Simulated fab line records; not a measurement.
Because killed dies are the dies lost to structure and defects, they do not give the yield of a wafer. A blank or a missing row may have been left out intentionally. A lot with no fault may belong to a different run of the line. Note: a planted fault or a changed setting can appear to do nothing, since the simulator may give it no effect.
A lot that was struck, set against a sound lot || flow n5Finfet || 16 out of 1938 route steps
Sound: wafers L968.1, L968.4, L968.5. Struck: wafers L957.1, L957.2, L957.3. The cause is given at the end.
Order at every step that has rows: each side's tool, ch and its chambers, its first start. Under that, the readings that differ: sound wafers || struck wafers || difference of the means || sigmas: that difference in standard deviations of wafers without a fault.
alike: same words and numbers on both sides, and readings whose means sit less than 2 such deviations apart. not compared: any withheld reading, any reading some wafer has no value for, any bound like >300 that may hide the same value, and any number with overlapping values for which the record gives no deviation.
The two part at a step that has a row with sigmas, a row that says differs or no value, or rows on one side only. Numbers that don't overlap but have no deviation are shown without sigmas and don't part them. Lack of a reading on every wafer of one side parts them only where that side has two or more wafers.

N5_SD_EPI_N_CD_MEAS_09: target cd 120 nm.
  sound on cdSem-03 ch 0, day 8 01:23; struck on cdSem-01 ch 0, day 5 10:44
  alike: cdNm
N5_SD_EPI_N_OVL_MEAS_10:
  sound on overlay-02 ch 0, day 8 01:25; struck on overlay-02 ch 0, day 5 10:46
  alike: SD_N_BLK_OVL
N5_SD_EPI_N_INSPECT_11: inspects for defects (macro).
  sound on defectInspect-02 at day 8 01:26; struck on defectInspect-02 at day 5 10:48
  alike: rawDefectCount
N5_SD_EPI_N_DESCUM_14: chemistry O2, time 7.9 s.
  sound on rieDiel-05 ch 2,3, day 8 01:38; struck on rieDiel-05 ch 1,2,3, day 5 10:50
  alike: drypumpMotorCurrentA, oesProductAu, rfVppV, showerheadPlenumPTorr, throttleValvePct
  not compared: rfHoursCounterH
then, 1 step without rows for these wafers: N5_SD_EPI_N_ETCH_34 (etches SiARC in CF4, target depth 45.5 nm, time 75.8 s).
N5_SD_EPI_N_ETCH_35: etches SOC in N2/H2, overetch 108 nm, time 486 s.
  sound on rieDiel-05 ch 2,3, day 8 01:44; struck on rieDiel-05 ch 1,2,3, day 5 10:55
  alike: biasW, drypumpMotorCurrentA, oesProductAu, rfVppV, showerheadPlenumPTorr, throttleValvePct
  not compared: rfHoursCounterH
then, 2 steps without rows for these wafers: N5_SD_EPI_N_STRIP_36 (strips in N2/H2); N5_SD_EPI_N_ETCHBACK_44 (etches SiNx in CH3F/O2, stops on SiO2, target depth 14.5 nm).
N5_SD_EPI_N_ETCH_45: etches SiOCN in CH3F/O2, target depth 6 nm.
  sound on rieDiel-05 ch 2,3, day 8 02:09; struck on rieDiel-05 ch 1,2,3, day 5 11:21
  alike: biasW, drypumpMotorCurrentA, oesProductAu, rfVppV, showerheadPlenumPTorr, throttleValvePct
  not compared: rfHoursCounterH
N5_SD_EPI_N_ETCH_16: etches SiO2 in CHF3/O2, target depth 5 nm.
  sound on rieDiel-05 ch 2,3, day 8 02:15; struck on rieDiel-05 ch 1,2,3, day 5 11:27
  alike: biasW, drypumpMotorCurrentA, oes_o_777_au, oesProductAu, rfVppV, showerheadPlenumPTorr, throttleValvePct
  not compared: rfHoursCounterH
then, 1 step without rows for these wafers: N5_SD_EPI_N_STRIP_47 (strips in CHF3/O2).
N5_SD_EPI_N_SD_RECESS_17: chemistry HBr/Cl2/O2, target depth 41 nm, time 23.7 s, bt time 3 s.
  sound on rieSi-05 ch 1,2, day 8 02:19; struck on rieSi-04 ch 0,2,3, day 5 11:31
  alike: biasW, drypumpMotorCurrentA, oes_o_777_au, oesProductAu, throttleValvePct
  not compared: rfHoursCounterH
N5_SD_EPI_N_STRIP_38: strips in N2/H2.
  sound on plasmaAsher-01 ch 0, day 8 02:25; struck on plasmaAsher-02 ch 0,1, day 5 11:37
  no value came back on the struck wafers for drypumpMotorCurrentA (A), h2FlowSccm (sccm), heaterPowerW (W), oesProductAu (a.u.); on the sound wafers drypumpMotorCurrentA (A) reads 6.2 6.2 6.2
  not compared: rfHoursCounterH
then, 1 step without rows for these wafers: N5_SD_EPI_N_WET_ETCH_43 (etches SiO2 in dHF, time 14 s, target depth 1.5 nm).
-- a jump in the record: the struck wafers' starts before and after are 5 days apart (it breaks off in module SD_EPI_N and resumes in module BEOL_M4, where the first step shown is number 1111 of the route) --
N5_BEOL_M4_RC_MEAS_101:
  sound on prober-02 ch 0, day 13 00:05; struck on prober-01 ch 0, day 10 13:37
  alike: DIBL_N, DIBL_P, IOFF_N, IOFF_P, ION_N, ION_P, SS_N, SS_P, VT_N, VT_P
-- here the record skips 4 days between the struck wafers' starts before and after, leaving off in module BEOL_M4 and picking up in module PASSIVATION (first step shown: number 1936 of the route) --
N5_PASSIVATION_PROBE_49:
  rows exist in the record for the struck wafers here (prober-01, day 14 23:17), but not for the sound ones

WHERE THEY PART
At N5_SD_EPI_N_STRIP_38 first; at N5_PASSIVATION_PROBE_49 last (within this record only).

WHY: the cause the simulator had injected
Whole step skipped at N5_SD_EPI_N_STRIP_38 on plasmaAsher-02, starting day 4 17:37. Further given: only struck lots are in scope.
